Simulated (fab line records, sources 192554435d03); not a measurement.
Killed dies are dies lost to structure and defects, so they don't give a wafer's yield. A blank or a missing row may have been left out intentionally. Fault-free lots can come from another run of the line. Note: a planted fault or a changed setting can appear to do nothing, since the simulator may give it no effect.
Which tool was responsible? | flow n5-finfet | 33 wafers sampled from 11 lots at 1 step of a route of 1938

== WHAT EACH GAUGE READ, for each wafer ==
N5_BEOL_M7_OCD_MEAS_38.
lot  | measured     | on     | trench-depth-nm (nm)
L077 | day 9 15:47  | ocd-01 | 93.6 92.6 92.6
L078 | day 10 01:20 | ocd-01 | 93.3 92.5 91.4
L080 | day 10 07:54 | ocd-02 | 93.0 89.1 93.1
L082 | day 10 20:36 | ocd-02 | 93.5 92.1 92.2
L085 | day 11 14:41 | ocd-01 | 93.7 90.3 92.8
L088 | day 12 13:16 | ocd-01 | 92.0 92.9 95.1
L087 | day 12 14:31 | ocd-02 | 91.7 94.2 91.7
L089 | day 12 21:31 | ocd-01 | 94.4 93.0 92.2
L092 | day 13 17:18 | ocd-02 | 89.6 94.5 90.6
L094 | day 14 02:13 | ocd-01 | 91.8 94.7 92.8
L095 | day 14 10:39 | ocd-01 | 92.3 92.6 89.7

== EACH LOT AND THE TOOL THAT RAN IT (in order: tool; ch and the chambers of the sampled wafers; start) ==
Before these readings, the record contains no process step.

== THE ANSWER, worked out from the rows above alone ==
Rule: usual is defined by the lots themselves. The widest of any qualifying gaps counts: lots, ordered by their means at a reading, are off when they make up no more than a third of the lots, leave a main group of 4 or more, and stand apart from it by 3 or more times the standard deviation of that group's means. The tables above print the reading to a certain number of digits; a main group whose means all agree to those digits is not used. A lot without any number at a reading at which 4 lots or more have one is off too. Where the step has rows for the other lots, those lots are counted as sound.
Across all readings shown, no lot is off: no conclusion can be drawn from this.

== WHAT THE SIMULATOR HAD INSERTED ==
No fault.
